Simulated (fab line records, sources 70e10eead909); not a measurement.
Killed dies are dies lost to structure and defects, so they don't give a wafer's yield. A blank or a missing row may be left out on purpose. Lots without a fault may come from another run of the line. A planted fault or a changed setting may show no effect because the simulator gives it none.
A struck lot beside a sound one | flow nand_harc | 13 steps out of a route of 1159
Sound: wafers L944.1, L944.2, L944.4. Struck: wafer L936.4. (L936.3, L936.5 of the same lot were not struck and are left out.) The cause comes at the end.
At each step with rows: each side's tool, then ch and its chambers, then its first start. Under that, the readings that differ: sound wafers | struck wafers | difference of the means | sigmas: that difference in standard deviations of wafers without a fault.
alike: readings whose means differ by less than 2 such deviations, and words and numbers that are the same on both sides. not compared: withheld readings, readings that some wafer has no value for, bounds like >300 that may hide the same value, and numbers for which the record gives no deviation and whose values overlap.
The two part at a step that has a row with sigmas, a row that says differs or no value, or rows on one side only. Numbers that don't overlap but have no deviation are shown without sigmas and don't part them. A reading that every wafer of one side lacks parts them only if that side has two wafers or more.

first, 5 steps without rows for these wafers: NHARC_A_STAIRCASE_PEB_07 (peb time 130 s); NHARC_A_STAIRCASE_DEVELOP_08 (time 140 s); NHARC_A_STAIRCASE_HARDBAKE_10 (time 140 s); NHARC_A_STAIRCASE_DESCUM_11 (chemistry O2, time 3 s); NHARC_A_STAIRCASE_TRIM_12 (chemistry O2, time 211.2 s).
NHARC_A_STAIRCASE_ETCH_13: etches the open film in C4F8/O2, target depth 100 nm, time 40.5 s.
  sound on rie_diel-08 ch 0,1,2; struck on rie_diel-05 ch 1
  reading                | sound       | struck | difference | sigmas
  rf_hours_counter_h (h) | 9 12 11     | 47     | +36        |
  rf_vpp_V (V)           | 890 887 890 | 901    | +12        | +2
  alike: oes_product_au
NHARC_A_STAIRCASE_TRIM_14: chemistry O2, time 211.2 s.
  sound on rie_diel-08 ch 1,2,3; struck on rie_diel-05 ch 1
  reading                         | sound          | struck | difference | sigmas
  drypump_motor_current_A (A)     | 6.0 5.0 5.3    | 6.5    | +1.1       | +2
  rf_hours_counter_h (h)          | 12 11 12       | 47     | +35        |
  showerhead_plenum_p_Torr (Torr) | 3.32 3.35 3.29 | 3.70   | +0.38      | +3
  alike: oes_product_au, rf_vpp_V, throttle_valve_pct
then, 1 step without rows for these wafers: NHARC_A_STAIRCASE_ETCH_15 (etches the open film in C4F8/O2, target depth 100 nm, time 40.5 s).
NHARC_A_STAIRCASE_TRIM_16: chemistry O2, time 211.2 s.
  sound on rie_diel-08 ch 0,1,2; struck on rie_diel-05 ch 2
  reading                | sound   | struck | difference | sigmas
  rf_hours_counter_h (h) | 12 9 12 | 47     | +36        |
  alike: drypump_motor_current_A, oes_product_au, rf_vpp_V, showerhead_plenum_p_Torr, throttle_valve_pct
NHARC_A_STAIRCASE_ETCH_17: etches the open film in C4F8/O2, target depth 100 nm, time 40.5 s.
  sound on rie_diel-08 ch 0,2,3; struck on rie_diel-05 ch 3
  reading                | sound   | struck | difference | sigmas
  rf_hours_counter_h (h) | 12 9 12 | 40     | +29        |
  alike: oes_product_au, rf_vpp_V
NHARC_A_STAIRCASE_TRIM_18: chemistry O2, time 211.2 s.
  sound on rie_diel-08 ch 0,2,3; struck on rie_diel-05 ch 2
  reading                | sound   | struck | difference | sigmas
  rf_hours_counter_h (h) | 12 9 12 | 47     | +36        |
  alike: drypump_motor_current_A, oes_product_au, rf_vpp_V, showerhead_plenum_p_Torr, throttle_valve_pct
NHARC_A_STAIRCASE_ETCH_19: etches the open film in C4F8/O2, target depth 100 nm, time 40.5 s.
  sound on rie_diel-08 ch 0,1,3, day 15 07:49; struck on rie_diel-05 ch 2, day 13 06:03
  reading                | sound             | struck | difference | sigmas
  oes_product_au (a.u.)  | 0.941 0.958 0.953 | 0.762  | -0.189     | -13
  rf_hours_counter_h (h) | 9 13 12           | 47     | +36        |
  alike: rf_vpp_V
-- the record jumps here: 9 days lie between the struck wafers' starts before and after (it left off in module A_STAIRCASE and takes up again in module END, whose first step shown is number 1159 of the route) --
NHARC_END_SORT_01:
  the record has rows for the struck wafers here (prober-02 ch 0, day 22 00:31) and none for the sound ones

WHERE THEY PART
First at NHARC_A_STAIRCASE_ETCH_13; last, within this record, at NHARC_END_SORT_01.

WHY: what the simulator had put in
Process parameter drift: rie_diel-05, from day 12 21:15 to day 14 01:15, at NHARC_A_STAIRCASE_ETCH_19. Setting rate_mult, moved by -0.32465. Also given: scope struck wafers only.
